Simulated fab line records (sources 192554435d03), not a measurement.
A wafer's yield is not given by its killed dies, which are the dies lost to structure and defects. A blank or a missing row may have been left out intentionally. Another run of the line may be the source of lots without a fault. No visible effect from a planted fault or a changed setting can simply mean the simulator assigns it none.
Matching of chambers :: flow n5-finfet :: N5_BEOL_M0_SAQP_ETCH_83 on rie-diel-02: 4 sister chambers
The step etches SiARC in CF4, target depth 39 nm, time 65 s. 8 wafers are shown with their chamber, then 8 later ones without.

WAFERS, EACH WITH ITS CHAMBER
wafer: L074.5
chamber: 0
throttle-valve-pct (%): 15.92
drypump-motor-current-A (A): 6.0

wafer: L081.2
chamber: 3
throttle-valve-pct (%): 16.10
drypump-motor-current-A (A): 5.1

wafer: L081.4
chamber: 2
throttle-valve-pct (%): 15.54
drypump-motor-current-A (A): 5.8

wafer: L081.5
chamber: 1
throttle-valve-pct (%): 15.26
drypump-motor-current-A (A): 5.9

wafer: L082.2
chamber: 2
throttle-valve-pct (%): 15.56
drypump-motor-current-A (A): 5.8

wafer: L082.4
chamber: 3
throttle-valve-pct (%): 16.09
drypump-motor-current-A (A): 5.0

wafer: L082.6
chamber: 1
throttle-valve-pct (%): 15.26
drypump-motor-current-A (A): 5.9

wafer: L086.1
chamber: 0
throttle-valve-pct (%): 16.00
drypump-motor-current-A (A): 5.9

WAFERS WHOSE CHAMBER IS MISSING
wafer: L086.2
throttle-valve-pct (%): 15.55
drypump-motor-current-A (A): 5.8

wafer: L086.5
throttle-valve-pct (%): 15.56
drypump-motor-current-A (A): 5.8

wafer: L092.2
throttle-valve-pct (%): 15.58
drypump-motor-current-A (A): 5.8

wafer: L092.5
throttle-valve-pct (%): 16.13
drypump-motor-current-A (A): 5.0

wafer: L092.6
throttle-valve-pct (%): 15.57
drypump-motor-current-A (A): 5.8

wafer: L097.1
throttle-valve-pct (%): 15.31
drypump-motor-current-A (A): 5.9

wafer: L097.4
throttle-valve-pct (%): 16.02
drypump-motor-current-A (A): 6.0

wafer: L097.5
throttle-valve-pct (%): 15.33
drypump-motor-current-A (A): 5.9

WHICH CHAMBER EACH ONE RAN IN
wafer: L086.2
from the rows above: 2
in truth: 2

wafer: L086.5
from the rows above: 2
in truth: 2

wafer: L092.2
from the rows above: 2
in truth: 2

wafer: L092.5
from the rows above: 3
in truth: 3

wafer: L092.6
from the rows above: 2
in truth: 2

wafer: L097.1
from the rows above: 1
in truth: 1

wafer: L097.4
from the rows above: 0
in truth: 0

wafer: L097.5
from the rows above: 1
in truth: 1
Correctly placed: 8 of 8. Number that these rows cannot place: 0. 0 placed wrongly.
How it was worked out, from the rows above alone: a wafer's distance from a chamber is the root of the sum, over the readings, of the square of ((its reading less the chamber's mean) divided by the reading's scatter). If the next closest chamber is less than 2 further off than the closest, the wafer can't be placed; otherwise it belongs to the closest. For every chamber, the mean is computed from those of its wafers that are shown. The scatter: the root of (the sum of the squares of (reading less its chamber's mean) over the shown wafers, divided by (wafers less chambers)).
